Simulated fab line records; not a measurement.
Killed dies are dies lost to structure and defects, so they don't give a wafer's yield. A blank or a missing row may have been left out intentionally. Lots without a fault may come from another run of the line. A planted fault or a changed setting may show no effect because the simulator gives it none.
The tool behind it: which one?	flow nandHarc	24 lots, 72 wafers sampled, at 5 steps of a route of 1302

== WHAT THE GAUGES READ, wafer by wafer ==
NHARC_P_GATE_CD_MEAS_91: the cd target is 2000 nm.
lot	measured	on	cdNm (nm)
L074	day 5 20:39	cdSem-02	1997 2000 2000
L075	day 6 00:01	cdSem-02	1999 2002 1997
L076	day 6 10:02	cdSem-02	2000 1996 1997
L077	day 6 23:08	cdSem-01	2001 2005 2002
L078	day 7 11:11	cdSem-01	1998 1997 1995
L079	day 7 15:55	cdSem-01	2007 2002 2004
L080	day 8 08:54	cdSem-01	2003 2003 1999
L081	day 8 19:15	cdSem-03	2003 2005 2007
L082	day 9 00:20	cdSem-03	1996 1995 1999
L083	day 9 19:05	cdSem-01	2005 2003 2003
L084	day 9 22:43	cdSem-02	1997 1995 1998
L085	day 10 02:38	cdSem-02	2000 1997 1999
L086	day 10 14:14	cdSem-02	1998 1998 2001
L087	day 11 01:28	cdSem-03	1997 2001 2000
L089	day 11 20:13	cdSem-02	2000 1995 2000
L088	day 11 22:49	cdSem-02	2004 2002 2001
L090	day 12 16:14	cdSem-03	1996 2000 1996
L091	day 12 18:34	cdSem-03	2004 2006 2008
L092	day 13 04:04	cdSem-03	2003 2001 1998
L093	day 13 14:06	cdSem-03	1999 1999 1999
L094	day 14 05:41	cdSem-02	2003 2002 2003
L095	day 14 09:28	cdSem-03	2003 1997 1998
L096	day 14 22:39	cdSem-03	1999 1997 2000
L097	day 15 08:13	cdSem-03	1999 2001 2000

NHARC_P_M1_INSPECT_11.
lot	measured	on	rawDefectCount
L074	day 6 10:02	defectInspect-01	3 4 5
L075	day 6 13:10	defectInspect-01	2 7 4
L076	day 6 23:48	defectInspect-02	8 11 6
L077	day 7 12:14	defectInspect-01	4 4 1
L078	day 8 00:09	defectInspect-01	5 2 1
L079	day 8 05:27	defectInspect-01	4 4 2
L080	day 8 22:47	defectInspect-01	1 3 3
L081	day 9 08:34	defectInspect-02	6 5 1
L082	day 9 13:13	defectInspect-02	2 1 2
L083	day 10 08:04	defectInspect-02	2 7 7
L084	day 10 12:23	defectInspect-02	2 7 3
L085	day 10 15:58	defectInspect-02	3 10 15
L086	day 11 03:20	defectInspect-02	2 5 8
L087	day 11 14:49	defectInspect-02	2 2 1
L089	day 12 09:32	defectInspect-02	13 5 17
L088	day 12 11:53	defectInspect-02	5 10 5
L090	day 13 05:20	defectInspect-01	6 4 9
L091	day 13 07:36	defectInspect-02	5 4 4
L092	day 13 17:38	defectInspect-02	3 1 6
L093	day 14 03:10	defectInspect-01	5 3 3
L094	day 14 18:34	defectInspect-01	5 1 0
L095	day 14 22:16	defectInspect-02	3 2 5
L096	day 15 11:42	defectInspect-01	5 10 5
L097	day 15 21:26	defectInspect-02	0 1 3

NHARC_P_M2_OVL_MEAS_10: pitch 340 nm.
lot	measured	on	overlayXNm (nm)	overlayYNm (nm)
L074	day 6 14:08	overlay-02	0.8 0.6 1.1	0.5 0.2 0.3
L075	day 6 17:17	overlay-02	-0.1 0.0 0.2	0.5 0.4 -0.1
L076	day 7 04:55	overlay-02	0.6 1.0 0.5	-0.4 -0.2 -0.6
L077	day 7 16:22	overlay-02	0.2 0.2 0.5	0.3 -0.4 0.6
L078	day 8 04:18	overlay-02	0.1 -0.1 -0.6	0.7 0.1 0.2
L079	day 8 09:27	overlay-02	-0.6 -0.4 -0.2	-1.0 -1.1 -0.4
L080	day 9 02:55	overlay-01	-0.5 -0.3 -0.3	0.3 0.7 0.5
L081	day 9 12:40	overlay-02	-0.1 0.0 -0.1	-0.4 0.7 0.2
L082	day 9 18:21	overlay-01	-0.3 0.1 0.0	0.0 -0.3 -0.4
L083	day 10 12:06	overlay-01	0.0 -0.4 0.1	2.3 2.5 1.9
L084	day 10 16:22	overlay-01	-1.0 -0.8 -1.0	1.2 1.4 1.1
L085	day 10 20:09	overlay-02	-0.6 -0.7 -1.3	-2.4 -1.8 -2.4
L086	day 11 07:26	overlay-01	1.2 0.2 0.2	0.0 0.0 -0.1
L087	day 11 18:56	overlay-01	0.3 0.7 0.6	1.4 0.9 1.2
L089	day 12 13:38	overlay-02	-0.8 0.6 0.1	0.9 0.8 0.5
L088	day 12 16:02	overlay-01	-0.5 -0.4 0.3	-0.5 -0.2 -0.3
L090	day 13 09:26	overlay-02	-0.6 -1.0 -0.6	1.2 0.6 0.5
L091	day 13 11:44	overlay-01	-0.4 -0.7 -1.0	0.3 0.7 0.6
L092	day 13 21:50	overlay-01	0.9 0.1 0.5	-1.0 -1.0 -1.0
L093	day 14 07:09	overlay-02	-0.7 -0.7 -1.2	0.7 1.0 0.6
L094	day 14 22:35	overlay-02	0.0 0.1 -0.1	-1.5 -0.9 -1.1
L095	day 15 02:24	overlay-01	0.3 0.3 0.8	0.1 0.9 0.5
L096	day 15 15:41	overlay-02	-0.9 -0.2 -0.9	-0.2 0.0 -0.1
L097	day 16 01:53	overlay-02	-0.4 0.0 -0.6	-0.5 0.1 -0.2

== EACH LOT AND THE TOOL THAT RAN IT (in order: tool; ch and the chambers of the sampled wafers; start) ==
lot	NHARC_P_GATE_ETCHBACK_37	NHARC_P_M1_PRE_CLEAN_32
L074	rieDiel-04 ch 0,2,3, day 5 20:39 or earlier	pecvd-04 ch 1,2, day 6 12:44
L075	rieDiel-10 ch 0,2,3, day 6 00:01 or earlier	pecvd-04 ch 0,1,2, day 6 15:53
L076	rieDiel-04 ch 0,1,2, day 6 10:02 or earlier	pecvd-01 ch 0,2, day 7 03:38
L077	rieDiel-04 ch 0,1, day 6 23:08 or earlier	pecvd-04 ch 0,2, day 7 14:57
L078	rieDiel-04 ch 2,3, day 7 11:11 or earlier	pecvd-03 ch 0,1,2, day 8 02:55
L079	rieDiel-04 ch 0,1, day 7 15:55 or earlier	pecvd-01 ch 0,2, day 8 08:11
L080	rieDiel-12 ch 0,3, day 8 08:54 or earlier	pecvd-04 ch 0,1,2, day 9 01:30
L081	rieDiel-10 ch 0,3, day 8 19:15 or earlier	pecvd-03 ch 1,2, day 9 11:15
L082	rieDiel-10 ch 0,3, day 9 00:20 or earlier	pecvd-01 ch 0,2, day 9 16:56
L083	rieDiel-12 ch 0,1,3, day 9 19:05 or earlier	pecvd-01 ch 0,1,2, day 10 10:46
L084	rieDiel-04 ch 0,1,2, day 9 22:43 or earlier	pecvd-01 ch 0,1,2, day 10 15:05
L085	rieDiel-10 ch 1,2, day 10 02:38 or earlier	pecvd-04 ch 0,2, day 10 18:45
L086	rieDiel-04 ch 0,2, day 10 14:14 or earlier	pecvd-01 ch 0,1,2, day 11 06:02
L087	rieDiel-04 ch 1,3, day 11 01:28 or earlier	pecvd-03 ch 0,1,2, day 11 17:32
L089	rieDiel-10 ch 2,3, day 11 20:13 or earlier	pecvd-03 ch 0,2, day 12 12:14
L088	rieDiel-04 ch 2,3, day 11 22:49 or earlier	pecvd-01 ch 0,1, day 12 14:36
L090	rieDiel-04 ch 1,2,3, day 12 16:14 or earlier	pecvd-03 ch 0,1,2, day 13 08:01
L091	rieDiel-04 ch 1,2, day 12 18:34 or earlier	pecvd-04 ch 0,2, day 13 10:20
L092	rieDiel-10 ch 0,2,3, day 13 04:04 or earlier	pecvd-04 ch 0,2, day 13 20:25
L093	rieDiel-12 ch 0,1,3, day 13 14:06 or earlier	pecvd-04 ch 0,1,2, day 14 05:52
L094	rieDiel-12 ch 0,1,3, day 14 05:41 or earlier	pecvd-04 ch 0,2, day 14 21:19
L095	rieDiel-10 ch 0,3, day 14 09:28 or earlier	pecvd-03 ch 0,1,2, day 15 01:00
L096	rieDiel-12 ch 0,2,3, day 14 22:39 or earlier	pecvd-03 ch 0,1,2, day 15 14:26
L097	rieDiel-04 ch 1,2,3, day 15 08:13 or earlier	pecvd-01 ch 0,1,2, day 16 00:29
- NHARC_P_GATE_ETCHBACK_37: etches the open film in CHF3/O2, target depth 34.5 nm, time 17.2 s.
- NHARC_P_M1_PRE_CLEAN_32: time 12 s.

== AS READ BY THE TOOLS THEMSELVES (means over the sampled wafers that have a number; for cases with no such wafer, the mark the record gives instead) ==
NHARC_P_GATE_ETCHBACK_37.
lot	tool	drypumpMotorCurrentA (A)	oesProductAu (a.u.)	rfVppV (V)	showerheadPlenumPTorr (Torr)	throttleValvePct (%)
L074	rieDiel-04	5.4	0.98	370.0	2.38	20.573
L075	rieDiel-10	5.8	0.93	371.5	2.43	20.580
L076	rieDiel-04	5.5	0.93	369.9	2.39	20.567
L077	rieDiel-04	5.8	1.00	370.4	2.43	20.571
L078	rieDiel-04	5.1	0.98	368.5	2.34	20.572
L079	rieDiel-04	5.9	0.93	370.3	2.43	20.574
L080	rieDiel-12	5.6	0.93	369.4	2.39	20.571
L081	rieDiel-10	6.0	0.94	371.5	2.45	20.565
L082	rieDiel-10	6.2	0.96	371.5	2.46	20.581
L083	rieDiel-12	5.6	0.92	370.7	2.39	20.574
L084	rieDiel-04	5.5	0.99	369.8	2.39	20.572
L085	rieDiel-10	5.4	0.93	368.4	2.34	20.577
L086	rieDiel-04	5.0	0.93	368.2	2.31	20.565
L087	rieDiel-04	6.0	0.92	372.6	2.48	20.573
L089	rieDiel-10	5.9	1.01	371.4	2.43	20.574
L088	rieDiel-04	5.5	0.93	370.5	2.40	20.584
L090	rieDiel-04	5.6	0.93	370.7	2.41	20.571
L091	rieDiel-04	5.7	0.92	370.1	2.43	20.576
L092	rieDiel-10	5.8	1.01	370.7	2.42	20.575
L093	rieDiel-12	5.6	1.00	369.9	2.39	20.579
L094	rieDiel-12	5.6	0.92	370.0	2.39	20.576
L095	rieDiel-10	6.2	0.95	373.1	2.45	20.568
L096	rieDiel-12	5.5	0.91	371.0	2.40	20.569
L097	rieDiel-04	5.6	0.92	370.5	2.41	20.575

NHARC_P_M1_PRE_CLEAN_32.
lot	tool	heaterPowerW (W)
L074	pecvd-04	755
L075	pecvd-04	694
L076	pecvd-01	574
L077	pecvd-04	684
L078	pecvd-03	626
L079	pecvd-01	561
L080	pecvd-04	689
L081	pecvd-03	680
L082	pecvd-01	582
L083	pecvd-01	562
L084	pecvd-01	570
L085	pecvd-04	679
L086	pecvd-01	599
L087	pecvd-03	696
L089	pecvd-03	622
L088	pecvd-01	624
L090	pecvd-03	682
L091	pecvd-04	655
L092	pecvd-04	654
L093	pecvd-04	671
L094	pecvd-04	624
L095	pecvd-03	677
L096	pecvd-03	675
L097	pecvd-01	598

== THE ANSWER, worked out from the rows above alone ==
Rule: what is usual is taken from the lots themselves. Put in order of their means at a reading, lots are off if they are a third of the lots or fewer, leave a main group of 4 or more, and stand apart from it by a gap of 3 or more times the standard deviation of the main group's means; of several such gaps the widest counts. Not used: any main group whose means are identical at the precision the tables above print for the reading. A lot without any number at a reading at which 4 lots or more have one is off too. The other lots that the step has rows for count as sound. The gauges are gone through in route order, then the tools' own readings, and for those a lot's mean is taken as printed above. The first step at which some lot is off is used, and at that step the reading that is off furthest; a lot without a number counts as furthest.
No lot is off on any of the readings shown, so nothing can be concluded from this.

== WHAT WAS PUT IN BY THE SIMULATOR ==
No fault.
